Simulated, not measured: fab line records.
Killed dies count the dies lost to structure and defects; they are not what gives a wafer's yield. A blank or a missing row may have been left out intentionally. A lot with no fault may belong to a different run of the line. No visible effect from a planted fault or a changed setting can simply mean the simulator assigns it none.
Chamber matching | flow n5Finfet | N5_BEOL_M6_DEP_56 on pecvd-02: 3 sister chambers
The step deposits SiCN from 3MS/NH3, target thk 10 nm, time 17.5 s. 3 wafers are shown with their chamber, then 11 later ones without.

## WAFERS WITH THEIR CHAMBER
wafer  | chamber | throttleValvePct (%)
L088.1 | 2       | 8.6
L088.3 | 0       | 9.6
L091.2 | 1       | 8.9

## WAFERS WITHOUT THEIR CHAMBER
wafer  | throttleValvePct (%)
L091.4 | 9.1
L091.6 | 9.9
L095.2 | 8.3
L095.3 | 9.3
L095.6 | 9.8
L096.1 | 8.5
L096.2 | 9.6
L096.4 | 8.3
L093.1 | 9.1
L093.2 | 8.5
L093.6 | 9.2

## CHAMBER TAKEN BY EACH
wafer  | from the rows above          | in truth
L091.4 | can't be placed: 1 or 0 or 2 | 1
L091.6 | 0                            | 0
L095.2 | can't be placed: 2 or 1      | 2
L095.3 | can't be placed: 0 or 1 or 2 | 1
L095.6 | 0                            | 0
L096.1 | can't be placed: 2 or 1      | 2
L096.2 | 0                            | 0
L096.4 | can't be placed: 2 or 1      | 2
L093.1 | can't be placed: 1 or 0 or 2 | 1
L093.2 | can't be placed: 2 or 1      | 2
L093.6 | can't be placed: 1 or 0 or 2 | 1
3 of 11 placed correctly. Cannot be placed on the basis of these rows: 8; the candidates contain the true chamber in 8. Number placed wrongly: 0.
How it was worked out, from the rows above alone: a wafer's distance from a chamber is the root of the sum, over the readings, of the square of ((its reading less the chamber's mean) divided by the reading's scatter). If the next closest chamber is less than 2 further off than the closest, the wafer can't be placed; otherwise it belongs to the closest. Each chamber's mean is taken over the wafers shown for it. The scatter (one wafer shown for each chamber): square how far every hidden wafer sits from the nearest shown wafer, average those squares and take the square root.
